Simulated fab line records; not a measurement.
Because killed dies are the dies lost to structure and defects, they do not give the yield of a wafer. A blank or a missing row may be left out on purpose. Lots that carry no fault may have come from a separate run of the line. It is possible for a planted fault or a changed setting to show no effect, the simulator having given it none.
Split-lot experiment	flow n5-finfet	39 wafers read from 7 lots, route of 1938 steps

== THE SPLIT ITSELF ==
At N5_BEOL_M0_SAQP_MANDREL_ETCH_20 (etches a-Si in HBr/Cl2, stops on SiNx, target depth 60 nm, bt time 10 s, time 30 s), the setting target-depth-a was moved away from the recipe's 600 angstrom on 12 of the 39 wafers read, by -53.9% to +28.8%. All remaining wafers had this setting at the recipe value.

The split's own step is where the reading is taken.

== THE READING ==
oes-product-au, in a.u., at N5_BEOL_M0_SAQP_MANDREL_ETCH_20 (etches a-Si in HBr/Cl2, stops on SiNx, target depth 60 nm, bt time 10 s, time 30 s). Typical for fault-free wafers on this fab line: 0.775 a.u., with standard deviation 0.013 a.u.

wafer	tool, chamber at the split	target-depth-a as run, angstrom	against the recipe	oes-product-au, a.u.	against lot-mates on the recipe
L075.1	rie-si-05, 2	480.2	-20.0%	0.854	+0.078
L075.2	rie-si-05, 3	600	recipe	0.776	-
L075.3	rie-si-05, 0	600	recipe	0.778	-
L075.4	rie-si-05, 1	600	recipe	0.773	-
L075.5	rie-si-05, 3	480.2	-20.0%	0.901	+0.125
L075.6	rie-si-05, 2	480.2	-20.0%	0.868	+0.092
L077.1	rie-si-05, 1	397.9	-33.7%	0.983	+0.221
L077.2	rie-si-05, 3	397.9	-33.7%	0.968	+0.206
L077.3	rie-si-05, 2	600	recipe	0.748	-
L077.4	rie-si-05, 0	600	recipe	0.774	-
L077.5	rie-si-05, 2	397.9	-33.7%	0.968	+0.206
L077.6	rie-si-05, 3	600	recipe	0.764	-
L089.1	rie-si-03, 0	600	recipe	0.779	-
L089.2	rie-si-03, 3	772.6	+28.8%	0.674	-0.085
L089.3	rie-si-03, 2	600	recipe	0.724	-
L089.4	rie-si-03, 1	772.6	+28.8%	0.682	-0.077
L089.5	rie-si-03, 3	600	recipe	0.774	-
L089.6	rie-si-03, 0	772.6	+28.8%	0.678	-0.081
L090.1	rie-si-06, 0	600	recipe	0.768	-
L090.2	rie-si-06, 3	600	recipe	0.772	-
L090.3	rie-si-06, 2	600	recipe	0.757	-
L090.4	rie-si-06, 1	600	recipe	0.789	-
L090.5	rie-si-06, 0	600	recipe	0.784	-
L090.6	rie-si-06, 3	600	recipe	0.777	-
L096.1	rie-si-06, 2	600	recipe	0.766	-
L096.2	rie-si-06, 3	600	recipe	0.783	-
L096.3	rie-si-06, 1	600	recipe	0.769	-
L096.4	rie-si-06, 0	600	recipe	0.793	-
L096.5	rie-si-06, 1	600	recipe	0.790	-
L096.6	rie-si-06, 2	600	recipe	0.761	-
L095.1	rie-si-06, 1	276.7	-53.9%	1.008	+0.232
L095.2	rie-si-06, 2	276.7	-53.9%	0.980	+0.204
L095.3	rie-si-06, 0	600	recipe	0.776	-
L095.4	rie-si-06, 3	600	recipe	0.783	-
L095.5	rie-si-06, 1	276.7	-53.9%	1.011	+0.235
L095.6	rie-si-06, 2	600	recipe	0.770	-
L097.3	rie-si-06, 0	600	recipe	0.770	-
L097.4	rie-si-06, 1	600	recipe	0.785	-
L097.5	rie-si-06, 1	600	recipe	0.770	-

THE FIT
A straight line over all 39 wafers: oes-product-au changes by -0.00441 a.u. for each +1% of target-depth-a; r = -0.97; the points scatter about the line by 0.022 a.u.
The same after taking each lot's own level away (the mean of its wafers on the recipe; 39 wafers): -0.00432 a.u. for each +1%; r = -0.96; scatter 0.025 a.u.
Per that fit: largest target-depth-a move, reading shift of 0.23 a.u.
The span of the lots' own levels, 0.7590 to 0.7770 a.u., comes to 1.4 times the standard deviation stated above.
The two slopes are in agreement: the lot-to-lot level therefore moves the slope only a little.
Check: for one of the wafers moved furthest among these (-53.9%), held out of the fit, the line's prediction against its lot-mates is +0.244 a.u. Against them it came out at +0.232 a.u.
Tool readings at the split's step, against how far the setting was moved: oes-product-au r = -0.97.

== THE OTHER SPLITS THESE WAFERS WENT THROUGH ==
These wafers also went through other splits before the reading. Each is held against what the fit with the lots' levels taken away leaves over:
other split on the same wafers	wafers away from the commonest value	r with oes-product-au (lot level and that fit taken away)
N5_SD_EPI_P_EPI_21 epi-growth-time-s	15	+0.06
N5_MOL_CONTACT_COAG_ALD_27 ald-cycles	9	+0.13

== THE WHOLE CHAIN: every reading that the file lists as answering this split, in the file's order ==
step	what it does	reading	change (the file's fit)	r (the file's)
N5_BEOL_M0_SAQP_MANDREL_ETCH_20	etches a-Si in HBr/Cl2, stops on SiNx, target depth 60 nm, bt time 10 s, time 30 s	oes-product-au	-0.00445 a.u. for each +1% of the setting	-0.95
N5_BEOL_M0_SAQP_MANDREL_ETCH_20	etches a-Si in HBr/Cl2, stops on SiNx, target depth 60 nm, bt time 10 s, time 30 s	SOC_of_BEOL_M0_SAQP_COAT_81.thk-nm (the simulator's own value, which no gauge read)	-0.243 nm for each +1% of the setting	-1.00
N5_BEOL_M0_SAQP_MANDREL_ETCH_20	etches a-Si in HBr/Cl2, stops on SiNx, target depth 60 nm, bt time 10 s, time 30 s	etch.depth-nm (the simulator's own value, which no gauge read)	not straight: 41.4 at the lowest setting, 59.56 at the recipe, 59.48 at the highest	not given
N5_BEOL_M0_SAQP_INSPECT_42	inspects for defects (brightfield)	raw-defect-count	not straight: 2040 at the lowest setting, 309 at the recipe, 418 at the highest	not given

== FILE'S OWN FIT ==
oes-product-au changes by -0.00445 a.u. for each +1% of target-depth-a, r = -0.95.
